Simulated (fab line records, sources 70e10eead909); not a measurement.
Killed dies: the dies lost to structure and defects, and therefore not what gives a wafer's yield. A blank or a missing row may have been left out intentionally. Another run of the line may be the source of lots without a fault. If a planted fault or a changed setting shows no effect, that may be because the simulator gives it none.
Chamber matching ; flow nand harc ; rie diel-08 running NHARC_P_GATE_DESCUM_48: 4 sister chambers
The step chemistry O2, time 3 s. 16 wafers are shown with their chamber, then 8 later ones without.

## WAFERS PAIRED WITH THEIR CHAMBERS
wafer;chamber;drypump motor current A (A);showerhead plenum p Torr (Torr);oes product au (a.u.)
L078.1;2;6.8;2.06;1.004
L078.3;1;5.6;2.01;0.995
L078.5;1;5.5;2.01;1.002
L081.3;2;6.8;2.06;1.000
L081.4;0;5.9;2.02;1.017
L081.6;3;5.1;1.90;1.006
L085.1;1;5.5;2.01;1.003
L085.2;2;6.8;2.05;1.001
L085.3;0;5.9;2.02;1.011
L086.3;1;5.5;2.01;0.996
L086.5;0;5.9;2.02;1.027
L086.6;3;5.1;1.90;0.994
L088.4;1;5.5;2.01;0.989
L088.5;0;5.9;2.02;1.012
L088.6;3;5.1;1.90;1.011
L089.1;3;5.1;1.90;1.016

SIGNATURES (means of the wafers above)
reading;chamber 0;chamber 1;chamber 2;chamber 3;scatter within a chamber
drypump motor current A;5.900;5.520;6.800;5.100;0.0258
showerhead plenum p Torr;2.0200;2.0100;2.0567;1.9000;0.00236
oes product au;1.01675;0.99700;1.00167;1.00675;0.00687
Rule: distance of a wafer from a chamber = root of the sum over the readings of ((wafer's reading minus chamber's mean) / reading's scatter) squared. If the next closest chamber is less than 2 further off than the closest, the wafer can't be placed; otherwise it belongs to the closest. The scatter is the square root of a quotient: the sum, over the shown wafers, of each reading's squared deviation from its chamber's mean, divided by wafers minus chambers.

## WAFERS WHOSE CHAMBER IS MISSING
wafer;drypump motor current A (A);showerhead plenum p Torr (Torr);oes product au (a.u.)
L089.3;6.8;2.05;0.995
L089.6;5.0;1.90;1.010
L092.1;6.8;2.05;1.003
L092.2;5.1;1.90;1.006
L092.3;5.9;2.02;1.007
L097.2;6.8;2.05;1.012
L097.3;5.5;2.00;0.998
L097.6;6.8;2.05;1.019

## WHICH CHAMBER EACH WENT THROUGH
wafer;from the rows above;in truth
L089.3;2;2
L089.6;3;3
L092.1;2;2
L092.2;3;3
L092.3;0;0
L097.2;2;2
L097.3;1;1
L097.6;2;2
Placed correctly: 8 of 8. From these rows, 0 cannot be placed. Number placed wrongly: 0.
